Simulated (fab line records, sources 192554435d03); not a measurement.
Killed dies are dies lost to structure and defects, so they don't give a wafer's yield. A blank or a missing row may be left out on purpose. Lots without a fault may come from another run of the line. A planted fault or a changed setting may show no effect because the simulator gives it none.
Split-lot experiment | flow n5_finfet | 7 lots, 33 wafers read, on a route of 1938 steps

THE SPLIT
At N5_BEOL_M15_TRENCH_ETCH_34 (etches SiO2 in C4F8/O2/Ar, target depth 872.93 nm, time 199 s), the setting target_depth_a was moved away from the recipe's 8729.3 angstrom on 13 of the 33 wafers read, by -54.2% to +58.0%. The other wafers ran this setting at the recipe's value.

FROM THE SPLIT TO THE READING: what the file shows between them, 4 steps
- N5_BEOL_M15_STRIP_36: strips in O2
- N5_BEOL_M15_ECD_47: material Cu, target thk 1860 nm
- N5_BEOL_M15_ANNEAL_48: time 90 s
- N5_BEOL_M15_CMP_49: polishes, stops on SiO2, t overpolish 4.9 s, target thk 850 nm

THE READING
M15_THK, in nm, at N5_BEOL_M15_THK_MEAS_50 (measures by xrf). Fault-free wafers of this fab line usually give 868 nm, standard deviation 13 nm.

wafer  | tool, chamber at the split | target_depth_a as run, angstrom | against the recipe | M15_THK, nm | against lot-mates on the recipe
L075.1 | rie_diel-03, 2             | 5105                            | -41.5%             | 489         | -367
L075.2 | rie_diel-03, 0             | 8729.3                          | recipe             | 845         | -
L075.3 | rie_diel-03, 1             | 5105                            | -41.5%             | 487         | -369
L075.4 | rie_diel-03, 1             | 5105                            | -41.5%             | 486         | -370
L075.5 | rie_diel-03, 0             | 8729.3                          | recipe             | 864         | -
L075.6 | rie_diel-03, 2             | 8729.3                          | recipe             | 859         | -
L077.1 | rie_diel-06, 2             | 8729.3                          | recipe             | 838         | -
L077.3 | rie_diel-06, 3             | 8729.3                          | recipe             | 866         | -
L077.6 | rie_diel-06, 2             | 13790                           | +58.0%             | 1356        | +504
L076.1 | rie_diel-01, 0             | 8729.3                          | recipe             | 874         | -
L076.2 | rie_diel-01, 3             | 13580                           | +55.6%             | 1413        | +533
L076.3 | rie_diel-01, 1             | 13580                           | +55.6%             | 1402        | +522
L076.4 | rie_diel-01, 3             | 13580                           | +55.6%             | 1393        | +513
L076.5 | rie_diel-01, 1             | 8729.3                          | recipe             | 893         | -
L076.6 | rie_diel-01, 0             | 8729.3                          | recipe             | 872         | -
L086.1 | rie_diel-03, 0             | 8729.3                          | recipe             | 847         | -
L086.4 | rie_diel-03, 3             | 8729.3                          | recipe             | 858         | -
L086.6 | rie_diel-03, 3             | 8729.3                          | recipe             | 860         | -
L089.1 | rie_diel-01, 1             | 8729.3                          | recipe             | 864         | -
L089.2 | rie_diel-01, 0             | 4000                            | -54.2%             | 376         | -493
L089.3 | rie_diel-01, 2             | 4000                            | -54.2%             | 395         | -474
L089.4 | rie_diel-01, 3             | 8729.3                          | recipe             | 864         | -
L089.5 | rie_diel-01, 2             | 8729.3                          | recipe             | 880         | -
L089.6 | rie_diel-01, 3             | 4000                            | -54.2%             | 382         | -487
L092.1 | rie_diel-01, 0             | 8729.3                          | recipe             | 865         | -
L092.2 | rie_diel-01, 2             | 6122                            | -29.9%             | 615         | -252
L092.3 | rie_diel-01, 1             | 6122                            | -29.9%             | 594         | -273
L092.4 | rie_diel-01, 3             | 8729.3                          | recipe             | 867         | -
L092.5 | rie_diel-01, 2             | 6122                            | -29.9%             | 608         | -259
L092.6 | rie_diel-01, 1             | 8729.3                          | recipe             | 868         | -
L093.1 | rie_diel-01, 3             | 8729.3                          | recipe             | 858         | -
L093.4 | rie_diel-01, 1             | 8729.3                          | recipe             | 862         | -
L093.5 | rie_diel-01, 1             | 8729.3                          | recipe             | 860         | -

THE FIT
A straight line over all 33 wafers: M15_THK changes by +9.12 nm for each +1% of target_depth_a; r = +1.00; the points scatter about the line by 17 nm.
The same after taking each lot's own level away (the mean of its wafers on the recipe; 33 wafers): +9.05 nm for each +1%; r = +1.00; scatter 11 nm.
On that fit, the largest move of target_depth_a shifts the reading by 5.2e+02 nm.
The lots' own levels span 852.0 to 879.7 nm, that is 2.1 times the standard deviation above.
So the lot-to-lot level changes the slope little: the two slopes agree.
Check: with one of the wafers moved furthest among these (+58.0%) left out of the fit, the line predicts +533 nm for it against its lot-mates. It came out at +504 nm against them.

THE WHOLE CHAIN: every reading that the file lists as answering this split, in the file's order
step                       | what it does                                                   | reading                                                                          | change (the file's fit)                                                                 | r (the file's)
N5_BEOL_M15_TRENCH_ETCH_34 | etches SiO2 in C4F8/O2/Ar, target depth 872.93 nm, time 199 s  | etch.depth_nm (the simulator's own value, which no gauge read)                   | +8.86 nm for each +1% of the setting                                                    | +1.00
N5_BEOL_M15_TRENCH_ETCH_34 | etches SiO2 in C4F8/O2/Ar, target depth 872.93 nm, time 199 s  | coat_of_BEOL_M15_COAT_22.thk_nm (the simulator's own value, which no gauge read) | -1.77 nm for each +1% of the setting                                                    | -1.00
N5_BEOL_M15_TRENCH_ETCH_34 | etches SiO2 in C4F8/O2/Ar, target depth 872.93 nm, time 199 s  | BEOL_M15.cd_nm (the simulator's own value, which no gauge read)                  | +0.0647 nm for each +1% of the setting                                                  | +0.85
N5_BEOL_M15_CMP_49         | polishes, stops on SiO2, t overpolish 4.9 s, target thk 850 nm | Cu_of_BEOL_M15_ECD_47.thk_nm (the simulator's own value, which no gauge read)    | +8.85 nm for each +1% of the setting                                                    | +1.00
N5_BEOL_M15_THK_MEAS_50    | measures by xrf                                                | M15_THK                                                                          | +9.02 for each +1% of the setting                                                       | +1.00
N5_BEOL_M15_RS_MEAS_54     | measures by four-point-probe                                   | M15_RS                                                                           | not straight: 0.0493 at the lowest setting, 0.0217 at the recipe, 0.0136 at the highest | not given

THE FILE'S OWN FIT
M15_THK changes by +9.02 nm for each +1% of target_depth_a, r = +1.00.
